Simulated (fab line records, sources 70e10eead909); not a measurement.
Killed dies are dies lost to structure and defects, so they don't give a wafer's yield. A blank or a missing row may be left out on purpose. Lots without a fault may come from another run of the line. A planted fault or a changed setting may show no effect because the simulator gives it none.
Problem report in the 8D (eight disciplines) form, filled by code | flow nand_harc | the parts of the form that need people (team, actions taken, sign-off) are left out

1. THE PROBLEM
thk_nm at NHARC_A_ONON_D2_THK_MEAS_05 reads a mean of 1578 nm on 6 wafers of 2 lots; wafers without a fault read 996 nm with a standard deviation of 8.7. That is +67 standard deviations from the usual mean.
The step: measures by ellipsometry.
First seen on wafer L156.3, day 18 13:43, on film_metro-02. The record holds 36 wafers of 12 lots with a number at this step. Rule for "out", or "out of limits": more than 4 standard deviations from the usual mean. The other wafers with a number count as sound.

2. WHAT IT IS AND WHAT IT IS NOT
question                    | is                           | is not
which readings at this step | thk_nm                       | -
which lots                  | L156, L157                   | L141, L142, L143, L144, L145, L146, L147, L149, L161, L162
which wafers of those lots  | all that have a number       | -
read on which gauges        | film_metro-01, film_metro-02 | -
when                        | from day 18 13:43            | up to then (24 sound wafers); but 6 sound wafers of L161, L162 came after

3. SUSPECTS, AND WHAT RULES EACH OUT
Counting: a tool at a process step up to the reading stays a suspect if it ran every lot that is out and no sound lot after the first of them.
- the gauge at NHARC_A_ONON_D2_THK_MEAS_05: ruled out. The wafers that are out were read on 2 gauges (film_metro-01, film_metro-02).
- rie_si-03 at NHARC_A_CHANNEL_FILL_D1_ETCHBACK_19 (etches the open film in HBr/Cl2, target depth 5 nm, time 1.7 s): kept. It ran every lot that is out, first L156 (day 16 01:06), and no sound lot after that; its last sound lot up to then is L146 (day 12 04:25).
- cmp-04 at NHARC_A_DECK1_JOINT_CMP_02 (polishes SiOx): ruled out as a lasting fault. Sound lots L161 ran on it after its first lot that is out, L156 (day 18 11:42).
- pecvd_onon-02 at NHARC_A_ONON_D2_DEP_03 (target thk 1000 nm): kept. It ran every lot that is out, first L156 (day 18 13:19), and no sound lot after that; its last sound lot up to then is L149 (day 15 21:12).
Left after counting: rie_si-03 at NHARC_A_CHANNEL_FILL_D1_ETCHBACK_19, pecvd_onon-02 at NHARC_A_ONON_D2_DEP_03.

4. THE CAUSE (what the simulator had put in)
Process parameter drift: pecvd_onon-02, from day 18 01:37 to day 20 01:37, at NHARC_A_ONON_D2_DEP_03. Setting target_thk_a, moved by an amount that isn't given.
Counting left 2 suspects, and this tool is among them.

5. THE CHAIN OF EFFECTS, in route order
Each row: a reading whose mean over the struck wafers that have a number lies more than 3 standard deviations from the usual. Only readings for which the record gives a usual standard deviation are gone through. hours: the time from each lot's start at the first step in this table that gives one to its start at this step, as a median over the lots. sigmas: the change in usual standard deviations.
hours | step                        | reading         | usual  | on struck wafers | change | sigmas
0     | NHARC_A_ONON_D2_THK_MEAS_05 | thk_nm          | 996 nm | 1578             | +582   | +67
282   | NHARC_END_SORT_01           | killed_at_array | 49     | 673              | +624   | +35
282   | NHARC_END_SORT_01           | killed_dies     | 54     | 677              | +623   | +33

6. WHAT WOULD HAVE CAUGHT IT SOONER
In this record the first reading out of limits at a measuring or inspecting step was taken at day 18 13:43, 12 hours after the fault began at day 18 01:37.
Of the tool readings at NHARC_A_ONON_D2_DEP_03 for which the record gives a usual standard deviation, none was out on any struck wafer, so an alarm limit of 4 standard deviations on them would not have fired.
Of the lots that are out (2), L157 began NHARC_A_ONON_D2_DEP_03 on pecvd_onon-02 after day 18 13:43. A hold on the tool at that time would have spared it.
